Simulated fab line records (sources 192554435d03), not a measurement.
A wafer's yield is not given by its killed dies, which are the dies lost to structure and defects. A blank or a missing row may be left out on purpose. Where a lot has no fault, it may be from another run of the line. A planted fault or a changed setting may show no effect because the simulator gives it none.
Matching of chambers | flow n5 finfet | N5_DUMMY_GATE_ALD_02 on ald sin-04 has 4 sister chambers
The step deposits SiO2, target thk 2 nm, pulse time 1 s. 4 wafers are shown with their chamber, then 7 later ones without.

## WAFERS PAIRED WITH THEIR CHAMBERS
wafer  | chamber | heater power w (W)
L093.1 | 1       | 481
L093.4 | 3       | 392
L095.1 | 0       | 541
L095.2 | 2       | 493

## WAFERS WHOSE CHAMBER IS MISSING
wafer  | heater power w (W)
L095.3 | 499
L095.4 | 487
L095.5 | 493
L095.6 | 536
L097.2 | 404
L097.3 | 537
L097.5 | 489

## EACH ONE'S CHAMBER
wafer  | from the rows above     | in truth
L095.3 | can't be placed: 2 or 1 | 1
L095.4 | can't be placed: 1 or 2 | 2
L095.5 | can't be placed: 2 or 1 | 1
L095.6 | 0                       | 0
L097.2 | 3                       | 3
L097.3 | 0                       | 0
L097.5 | can't be placed: 2 or 1 | 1
Correct placement for 3 of the 7. Not placeable from these rows: 4 (in 4, the candidates include the true chamber). Wrongly placed: 0.
How it was worked out, from the rows above alone: a wafer's distance from a chamber is the root of the sum, over the readings, of the square of ((its reading less the chamber's mean) divided by the reading's scatter). If the next closest chamber is less than 2 further off than the closest, the wafer can't be placed; otherwise it belongs to the closest. The mean given for a chamber averages the wafers shown for that chamber. The scatter (one wafer shown for each chamber): square how far every hidden wafer sits from the nearest shown wafer, average those squares and take the square root.
